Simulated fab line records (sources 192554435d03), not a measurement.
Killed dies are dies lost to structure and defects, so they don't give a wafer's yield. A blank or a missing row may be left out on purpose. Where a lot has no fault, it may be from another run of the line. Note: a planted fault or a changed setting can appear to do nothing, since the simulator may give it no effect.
Matching of chambers    flow n5Finfet    N5_FIN_SAQP_FIN_ETCH_36 on rieSi-06 has 4 sister chambers
The step etches the open film in HBr/Cl2/O2, target depth 120 nm, time 50.4 s. 4 wafers are shown with their chamber, then 7 later ones without.

WAFERS WITH THEIR CHAMBER
wafer   chamber  throttleValvePct (%)
L076.4  1        35.88
L082.4  3        35.89
L085.1  2        36.16
L085.3  0        35.79

WAFERS WITH NO CHAMBER GIVEN
wafer   throttleValvePct (%)
L085.5  35.80
L089.1  35.87
L089.5  35.79
L089.6  35.89
L096.1  35.90
L096.4  36.16
L096.5  35.80

THE CHAMBER EACH PASSED THROUGH
wafer   from the rows above      in truth
L085.5  0                        0
L089.1  can't be placed: 1 or 3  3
L089.5  0                        0
L089.6  can't be placed: 3 or 1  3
L096.1  can't be placed: 3 or 1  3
L096.4  2                        2
L096.5  0                        0
4 of 7 placed correctly. Not placeable from these rows: 3 (in 3, the candidates include the true chamber). Number placed wrongly: 0.
How it was worked out, from the rows above alone: a wafer's distance from a chamber is the root of the sum, over the readings, of the square of ((its reading less the chamber's mean) divided by the reading's scatter). If the next closest chamber is less than 2 further off than the closest, the wafer can't be placed; otherwise it belongs to the closest. For every chamber, the mean is computed from those of its wafers that are shown. The scatter: root of mean squared gap, hidden wafer to nearest shown wafer, with one shown wafer a chamber.
